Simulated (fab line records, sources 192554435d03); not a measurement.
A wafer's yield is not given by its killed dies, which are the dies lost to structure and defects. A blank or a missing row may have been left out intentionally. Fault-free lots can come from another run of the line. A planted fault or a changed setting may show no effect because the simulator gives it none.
A single fault, viewed from 3 desks    flow n5-finfet    each desk has only its own numbers; what lay behind them comes last

## AT THE TOOL OWNER'S DESK: rie-metal-03
The tool's own readings at N5_PASSIVATION_ETCH_59 (etches TaN in Cl2/BCl3, target depth 65 nm, time 34.9 s): means of the sampled wafers that have a number, for each lot that ran on this tool. A lot is out of limits, marked OUT, if its mean lies more than 4 standard deviations from the usual mean; the brackets give that distance.
Columns: A = drypump-motor-current-A at N5_PASSIVATION_ETCH_59, usual 5.5 A; B = oes-product-au at N5_PASSIVATION_ETCH_59, usual 0.80 a.u.; C = throttle-valve-pct at N5_PASSIVATION_ETCH_59, usual 21.01 %
lot   first seen here  A    B     C
L186  day 15 22:33     5.7  0.72  21.31
L195  day 18 12:38     4.9  0.96  20.70
L197  day 18 21:43     5.5  0.82  20.98
This desk's finding: nothing out of limits on any of the 3 lots.

## THE DEFECT DESK
For each lot, the counts of the inspections along the route, averaged over the sampled wafers that have a number. A lot is out of limits, marked OUT, if its mean lies more than 4 standard deviations from the usual mean; the brackets give that distance.
Columns: A = raw-defect-count at N5_PASSIVATION_INSPECT_64, usual 2.2
lot   first seen here  A
L178  day 12 22:16     1.3
L183  day 14 02:55     5.3
L186  day 15 22:02     4.0
L187  day 16 00:40     2.7
L195  day 18 12:07     3.5
L197  day 18 21:08     1.5
This desk's finding: nothing out of limits on any of the 6 lots.

## METROLOGY DESK
Means of the sampled wafers that have a number, per lot and without regard to the tool the lot ran on: this is what the gauges read. A lot is out of limits, marked OUT, if its mean lies more than 4 standard deviations from the usual mean; the brackets give that distance.
Columns: A = cd-nm at N5_PASSIVATION_CD_MEAS_30, usual 3999.5 nm; B = PAD_OVL at N5_PASSIVATION_OVL_MEAS_63, usual 2 nm
lot   first seen here  A       B
L178  day 12 22:13     3999.4  6
L183  day 14 02:52     4000.9  3
L186  day 15 21:58     4000.0  1
L187  day 16 00:36     3997.1  0
L195  day 18 12:03     3997.8  -3
L197  day 18 21:04     3999.1  0
This desk's finding: nothing out of limits on any of the 6 lots.

## PUT TOGETHER
The tool owner's desk saw nothing out of limits.
No out-of-limits result turned up at the defect desk.
From the metrology desk's view, nothing was out of limits.

## WHAT THE SIMULATOR PUT IN
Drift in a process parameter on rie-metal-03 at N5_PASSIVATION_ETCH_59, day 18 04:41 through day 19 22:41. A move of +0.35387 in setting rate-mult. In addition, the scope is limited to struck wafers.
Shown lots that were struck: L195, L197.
